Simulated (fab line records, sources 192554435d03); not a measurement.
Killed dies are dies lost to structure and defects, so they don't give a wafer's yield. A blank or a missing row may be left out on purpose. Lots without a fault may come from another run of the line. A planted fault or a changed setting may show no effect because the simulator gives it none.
Split-lot experiment | flow n5_finfet | 7 lots, 21 wafers read, on a route of 1938 steps

THE SPLIT
At N5_BEOL_M13_ETCH_59 (etches BARC in N2/H2, target depth 89 nm, overetch 26.7 nm, time 67.9 s), the setting time_s was moved away from the recipe's 67.9 s on 4 of the 21 wafers read, by -19.0% to +17.1%. The other wafers ran this setting at the recipe's value.

The reading is taken at the split's own step.

THE READING
coat_of_BEOL_M13_COAT_04.thk_nm (the simulator's own value, which no gauge read), in nm, at N5_BEOL_M13_ETCH_59 (etches BARC in N2/H2, target depth 89 nm, overetch 26.7 nm, time 67.9 s). The file gives no usual value for it. The 17 wafers here that ran the recipe average 318.6 nm, standard deviation 2 nm.

wafer  | tool, chamber at the split | time_s as run, s | against the recipe | coat_of_BEOL_M13_COAT_04.thk_nm, nm | against lot-mates on the recipe
L077.2 | rie_diel-05, 2             | 67.9             | recipe             | 319.4                               | -
L077.3 | rie_diel-05, 0             | 55.02            | -19.0%             | 333                                 | +13.6
L077.4 | rie_diel-05, 3             | 55.02            | -19.0%             | 331.4                               | +12.0
L076.1 | rie_diel-05, 3             | 67.9             | recipe             | 320.4                               | -
L076.3 | rie_diel-05, 1             | 67.9             | recipe             | 317.6                               | -
L076.5 | rie_diel-05, 3             | 67.9             | recipe             | 320.6                               | -
L080.1 | rie_diel-03, 0             | 67.9             | recipe             | 316.2                               | -
L080.3 | rie_diel-03, 2             | 67.9             | recipe             | 318.2                               | -
L080.6 | rie_diel-03, 2             | 67.9             | recipe             | 318.4                               | -
L085.1 | rie_diel-02, 0             | 67.9             | recipe             | 315.4                               | -
L085.3 | rie_diel-02, 3             | 67.9             | recipe             | 314.8                               | -
L085.6 | rie_diel-02, 3             | 67.9             | recipe             | 315.6                               | -
L088.2 | rie_diel-05, 3             | 67.9             | recipe             | 318.6                               | -
L088.4 | rie_diel-05, 0             | 67.9             | recipe             | 320.6                               | -
L088.6 | rie_diel-05, 1             | 79.52            | +17.1%             | 304.6                               | -15.0
L093.3 | rie_diel-05, 3             | 67.9             | recipe             | 320.6                               | -
L093.4 | rie_diel-05, 2             | 67.9             | recipe             | 320.4                               | -
L093.6 | rie_diel-05, 2             | 67.9             | recipe             | 321.8                               | -
L095.1 | rie_diel-02, 3             | 67.9             | recipe             | 318.4                               | -
L095.2 | rie_diel-02, 1             | 74.18            | +9.2%              | 313.6                               | -5.0
L095.4 | rie_diel-02, 0             | 67.9             | recipe             | 318.8                               | -

THE FIT
A straight line over all 21 wafers: coat_of_BEOL_M13_COAT_04.thk_nm changes by -0.731 nm for each +1% of time_s; r = -0.94; the points scatter about the line by 2 nm.
The same after taking each lot's own level away (the mean of its wafers on the recipe; 21 wafers): -0.72 nm for each +1%; r = -0.98; scatter 1.1 nm.
On that fit, the largest move of time_s shifts the reading by 14 nm.
The lots' own levels span 315.27 to 320.93 nm, that is 2.8 times the standard deviation above.
So the lot-to-lot level changes the slope little: the two slopes agree.
Check: with one of the wafers moved furthest among these (-19.0%) left out of the fit, the line predicts +13.5 nm for it against its lot-mates. It came out at +13.6 nm against them.

OTHER SPLITS ON THESE WAFERS
These wafers also went through other splits before the reading. Each is held against what the fit with the lots' levels taken away leaves over:
other split on the same wafers     | wafers away from the commonest value | r with coat_of_BEOL_M13_COAT_04.thk_nm (lot level and that fit taken away)
N5_BEOL_M6_COAT_22 spin_rpm        | 6                                    | +0.15
N5_BEOL_M7_COAT_05 spin_rpm        | 11                                   | -0.34
N5_BEOL_M8_COAT_05 spin_rpm        | 6                                    | +0.18
N5_BEOL_M10_PECVD_70 temp_c        | 6                                    | +0.22
N5_BEOL_M10_HM_DEP_02 target_thk_a | 7                                    | -0.05
N5_BEOL_M11_PECVD_70 time_s        | 7                                    | -0.01
N5_BEOL_M11_TRENCH_ETCH_37 bias_w  | 5                                    | -0.29
N5_BEOL_M11_ETCH_41 time_s         | 2                                    | +0.24

THE FILE'S OWN FIT
coat_of_BEOL_M13_COAT_04.thk_nm changes by -0.739 nm for each +1% of time_s, r = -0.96.
